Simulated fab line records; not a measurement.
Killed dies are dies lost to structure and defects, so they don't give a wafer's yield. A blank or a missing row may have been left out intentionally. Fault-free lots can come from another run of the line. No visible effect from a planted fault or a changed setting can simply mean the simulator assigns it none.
Chamber matching :: flow n5Finfet :: 4 sister chambers for N5_BEOL_M0_SAQP_STRIP_108 on rieDiel-02
The step strips in N2/H2. 8 wafers are shown with their chamber, then 12 later ones without.

== EACH WAFER AND ITS CHAMBER ==
wafer: L079.3
chamber: 3
throttleValvePct (%): 19.51
showerheadPlenumPTorr (Torr): 3.25

wafer: L080.4
chamber: 3
throttleValvePct (%): 19.51
showerheadPlenumPTorr (Torr): 3.25

wafer: L082.4
chamber: 2
throttleValvePct (%): 18.84
showerheadPlenumPTorr (Torr): 3.33

wafer: L085.2
chamber: 0
throttleValvePct (%): 19.14
showerheadPlenumPTorr (Torr): 3.37

wafer: L085.6
chamber: 1
throttleValvePct (%): 19.02
showerheadPlenumPTorr (Torr): 3.48

wafer: L088.1
chamber: 1
throttleValvePct (%): 19.01
showerheadPlenumPTorr (Torr): 3.48

wafer: L088.3
chamber: 0
throttleValvePct (%): 19.16
showerheadPlenumPTorr (Torr): 3.36

wafer: L088.5
chamber: 2
throttleValvePct (%): 18.85
showerheadPlenumPTorr (Torr): 3.33

== WAFERS MISSING THEIR CHAMBER ==
wafer: L090.1
throttleValvePct (%): 19.18
showerheadPlenumPTorr (Torr): 3.36

wafer: L090.2
throttleValvePct (%): 19.54
showerheadPlenumPTorr (Torr): 3.24

wafer: L090.4
throttleValvePct (%): 18.86
showerheadPlenumPTorr (Torr): 3.33

wafer: L091.2
throttleValvePct (%): 19.14
showerheadPlenumPTorr (Torr): 3.36

wafer: L091.4
throttleValvePct (%): 19.03
showerheadPlenumPTorr (Torr): 3.47

wafer: L091.5
throttleValvePct (%): 19.54
showerheadPlenumPTorr (Torr): 3.24

wafer: L095.3
throttleValvePct (%): 19.55
showerheadPlenumPTorr (Torr): 3.24

wafer: L095.4
throttleValvePct (%): 19.16
showerheadPlenumPTorr (Torr): 3.36

wafer: L095.5
throttleValvePct (%): 19.56
showerheadPlenumPTorr (Torr): 3.24

wafer: L096.2
throttleValvePct (%): 19.55
showerheadPlenumPTorr (Torr): 3.24

wafer: L096.3
throttleValvePct (%): 19.18
showerheadPlenumPTorr (Torr): 3.36

wafer: L096.5
throttleValvePct (%): 18.87
showerheadPlenumPTorr (Torr): 3.32

== WHICH CHAMBER EACH ONE RAN IN ==
wafer: L090.1
from the rows above: 0
in truth: 0

wafer: L090.2
from the rows above: 3
in truth: 3

wafer: L090.4
from the rows above: 2
in truth: 2

wafer: L091.2
from the rows above: 0
in truth: 0

wafer: L091.4
from the rows above: 1
in truth: 1

wafer: L091.5
from the rows above: 3
in truth: 3

wafer: L095.3
from the rows above: 3
in truth: 3

wafer: L095.4
from the rows above: 0
in truth: 0

wafer: L095.5
from the rows above: 3
in truth: 3

wafer: L096.2
from the rows above: 3
in truth: 3

wafer: L096.3
from the rows above: 0
in truth: 0

wafer: L096.5
from the rows above: 2
in truth: 2
Correctly placed: 12 of 12. From these rows, 0 cannot be placed. 0 placed wrongly.
How it was worked out, from the rows above alone: a wafer's distance from a chamber is the root of the sum, over the readings, of the square of ((its reading less the chamber's mean) divided by the reading's scatter). If the next closest chamber is less than 2 further off than the closest, the wafer can't be placed; otherwise it belongs to the closest. A chamber's mean is the mean of its shown wafers. The scatter: take each reading less its chamber's mean, square it, sum over the shown wafers, divide by the number of wafers less the number of chambers, and take the root.
